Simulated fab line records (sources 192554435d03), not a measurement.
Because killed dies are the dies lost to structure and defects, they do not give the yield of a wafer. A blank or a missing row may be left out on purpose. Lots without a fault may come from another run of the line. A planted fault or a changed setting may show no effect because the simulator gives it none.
Lot-split experiment    flow n5 finfet    on a route of 1938 steps: 7 lots, 39 wafers read

THE SPLIT ITSELF
At N5_MOL_CONTACT_COAG_ALD_27 (deposits SiOC, target thk 17 nm, pulse time 1.5 s, time 2720 s), the setting ald cycles was moved away from the recipe's 340 on 15 of the 39 wafers read, by -8.8% to +11.5%. All remaining wafers had this setting at the recipe value.

The reading comes from the split's own step.

THE READING
SiOC_of_MOL_CONTACT_COAG_ALD_27.thk nm (the simulator's own value, which no gauge read), in nm, at N5_MOL_CONTACT_COAG_ALD_27 (deposits SiOC, target thk 17 nm, pulse time 1.5 s, time 2720 s). There is no usual value for it anywhere in the file. The 24 wafers here that ran the recipe average 17.0 nm, standard deviation 0.04 nm.

wafer   tool, chamber at the split  ald cycles as run  against the recipe  SiOC_of_MOL_CONTACT_COAG_ALD_27.thk nm, nm  against lot-mates on the recipe
L076.1  ald sin-04, 0,2,1,3,0,3     340                recipe              17                                          -
L076.2  ald sin-04, 0,2,1,3,0,3     340                recipe              17                                          -
L076.3  ald sin-04, 0,2,1,3,0,3     340                recipe              17                                          -
L076.4  ald sin-04, 0,2,1,3,0,3     340                recipe              17                                          -
L076.5  ald sin-04, 0,2,1,3,0,3     340                recipe              17                                          -
L076.6  ald sin-04, 0,2,1,3,0,3     340                recipe              17                                          -
L081.1  ald sin-04, 2,0,3           358                +5.3%               18                                          +1.0
L081.3  ald sin-04, 2,0,3           358                +5.3%               18                                          +1.0
L081.5  ald sin-04, 2,0,3           358                +5.3%               18                                          +1.0
L081.2  ald sin-04, 3,1,2           340                recipe              17                                          -
L081.4  ald sin-04, 3,1,2           340                recipe              17                                          -
L081.6  ald sin-04, 3,1,2           340                recipe              17                                          -
L085.1  ald sin-02, 2,1,2           379                +11.5%              19                                          +2.0
L085.4  ald sin-02, 2,1,2           379                +11.5%              19                                          +2.0
L085.6  ald sin-02, 2,1,2           379                +11.5%              19                                          +2.0
L085.2  ald sin-02, 3,0,3           340                recipe              17                                          -
L085.3  ald sin-02, 3,0,3           340                recipe              17                                          -
L085.5  ald sin-02, 3,0,3           340                recipe              17                                          -
L086.1  ald sin-04, 0,1,1           340                recipe              17                                          -
L086.2  ald sin-04, 0,1,1           340                recipe              17                                          -
L086.6  ald sin-04, 0,1,1           340                recipe              17                                          -
L086.3  ald sin-04, 3,2             310                -8.8%               15.4                                        -1.6
L086.4  ald sin-04, 3,2             310                -8.8%               15.4                                        -1.6
L086.5  ald sin-04, 2               310                -8.8%               15.6                                        -1.4
L090.1  ald sin-01, 1               340                recipe              17.2                                        -
L090.5  ald sin-01, 2,1             340                recipe              17                                          -
L090.6  ald sin-01, 2,1             340                recipe              17                                          -
L091.1  ald sin-01, 3,0,0           340                recipe              17                                          -
L091.4  ald sin-01, 3,0,0           340                recipe              17                                          -
L091.6  ald sin-01, 3,0,0           340                recipe              17                                          -
L091.2  ald sin-01, 2,1,3           376                +10.6%              18.8                                        +1.8
L091.3  ald sin-01, 2,1,3           376                +10.6%              18.8                                        +1.8
L091.5  ald sin-01, 2,1,3           376                +10.6%              18.8                                        +1.8
L097.1  ald sin-02, 2               369                +8.5%               18.4                                        +1.4
L097.5  ald sin-02, 2               369                +8.5%               18.4                                        +1.4
L097.2  ald sin-02, 0,1,3           340                recipe              17                                          -
L097.3  ald sin-02, 0,1,3           340                recipe              17                                          -
L097.4  ald sin-02, 0,1,3           340                recipe              17                                          -
L097.6  ald sin-02, 1               369                +8.5%               18.6                                        +1.6
The file does not say which wafer passed through which chamber wherever a row lists several chambers: such a row stands for several wafers.

THE FIT
A straight line over all 39 wafers: SiOC_of_MOL_CONTACT_COAG_ALD_27.thk nm changes by +0.173 nm for each +1% of ald cycles; r = +1.00; the points scatter about the line by 0.056 nm.
The same after taking each lot's own level away (the mean of its wafers on the recipe; 39 wafers): +0.173 nm for each +1%; r = +1.00; scatter 0.053 nm.
The reading moves by 2 nm for the largest change in ald cycles, on that fit.
The lots' own levels span 17.00 to 17.07 nm, that is 1.7 times the standard deviation above.
Consequently the slope shifts little with the lot-to-lot level, the two slopes agreeing.
Check: for one of the wafers moved furthest among these (+11.5%), held out of the fit, the line's prediction against its lot-mates is +1.99 nm. Against them it came out at +2 nm.

ADDITIONAL SPLITS CARRIED BY THESE WAFERS
Other splits were also applied to these wafers ahead of the reading. Each is held against what the fit with the lots' levels taken away leaves over:
other split on the same wafers       wafers away from the commonest value  r with SiOC_of_MOL_CONTACT_COAG_ALD_27.thk nm (lot level and that fit taken away)
N5_DUMMY_GATE_CVD_03 target thk a    30                                    +0.12
N5_DUMMY_GATE_ETCH_37 source w       15                                    +0.16
N5_SD_EPI_N_LINER_46 target thk a    12                                    +0.20
N5_MOL_CONTACT_COAG_ETCH_105 bias w  15                                    -0.03

FILE'S OWN FIT
SiOC_of_MOL_CONTACT_COAG_ALD_27.thk nm changes by +0.174 nm for each +1% of ald cycles, r = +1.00.
